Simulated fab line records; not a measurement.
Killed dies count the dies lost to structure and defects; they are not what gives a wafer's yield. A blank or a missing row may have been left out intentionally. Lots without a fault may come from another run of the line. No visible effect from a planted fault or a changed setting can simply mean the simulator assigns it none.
Chamber matching -- flow n5_finfet -- 4 sister chambers for N5_BEOL_M13_ETCH_59 on rie_diel-04
The step etches BARC in N2/H2, target depth 89 nm, overetch 26.7 nm, time 67.9 s. 20 wafers are shown with their chamber, then 10 later ones without.

== WAFERS, EACH WITH ITS CHAMBER ==
wafer,chamber,showerhead_plenum_p_Torr (Torr),throttle_valve_pct (%),oes_product_au (a.u.)
L075.1,1,2.50,18.16,0.61
L075.3,3,2.47,17.32,0.78
L075.4,0,2.49,18.02,0.75
L077.2,1,2.50,18.15,0.60
L077.4,0,2.49,18.03,0.75
L077.6,0,2.49,18.01,0.74
L081.4,3,2.47,17.34,0.77
L081.5,2,2.58,17.98,0.73
L081.6,1,2.50,18.18,0.60
L080.1,0,2.49,18.02,0.73
L080.3,3,2.47,17.35,0.76
L080.6,1,2.50,18.18,0.59
L084.1,1,2.50,18.18,0.60
L084.3,2,2.58,17.98,0.71
L084.4,0,2.49,18.04,0.73
L086.1,2,2.58,17.99,0.71
L086.3,0,2.49,18.04,0.73
L086.5,3,2.46,17.36,0.76
L087.2,3,2.46,17.35,0.75
L087.5,1,2.50,18.19,0.59

SIGNATURES, as means of the wafers listed above
reading,chamber 0,chamber 1,chamber 2,chamber 3,scatter within a chamber
showerhead_plenum_p_Torr,2.4900,2.5000,2.5800,2.4660,0.00274
throttle_valve_pct,18.0267,18.1733,17.9833,17.3440,0.0134
oes_product_au,0.7383,0.5983,0.7167,0.7640,0.00985
Rule: distance of a wafer from a chamber = root of the sum over the readings of ((wafer's reading minus chamber's mean) / reading's scatter) squared. The wafer belongs to the nearest chamber; if the next one is less than 2 further off, it can't be placed. The scatter: take each reading less its chamber's mean, square it, sum over the shown wafers, divide by the number of wafers less the number of chambers, and take the root.

== WAFERS WHOSE CHAMBER IS MISSING ==
wafer,showerhead_plenum_p_Torr (Torr),throttle_valve_pct (%),oes_product_au (a.u.)
L087.6,2.49,18.04,0.73
L090.1,2.49,18.18,0.59
L090.5,2.46,17.37,0.75
L090.6,2.58,18.00,0.72
L092.1,2.57,18.03,0.70
L092.3,2.46,17.37,0.74
L092.4,2.57,18.00,0.70
L094.2,2.46,17.38,0.73
L094.4,2.48,18.05,0.71
L094.6,2.57,18.02,0.69

== CHAMBER TAKEN BY EACH ==
wafer,from the rows above,in truth
L087.6,0,0
L090.1,1,1
L090.5,3,3
L090.6,2,2
L092.1,2,2
L092.3,3,3
L092.4,2,2
L094.2,3,3
L094.4,0,0
L094.6,2,2
10 of 10 placed correctly. Left unplaced by these rows: 0. Placed wrongly: 0.
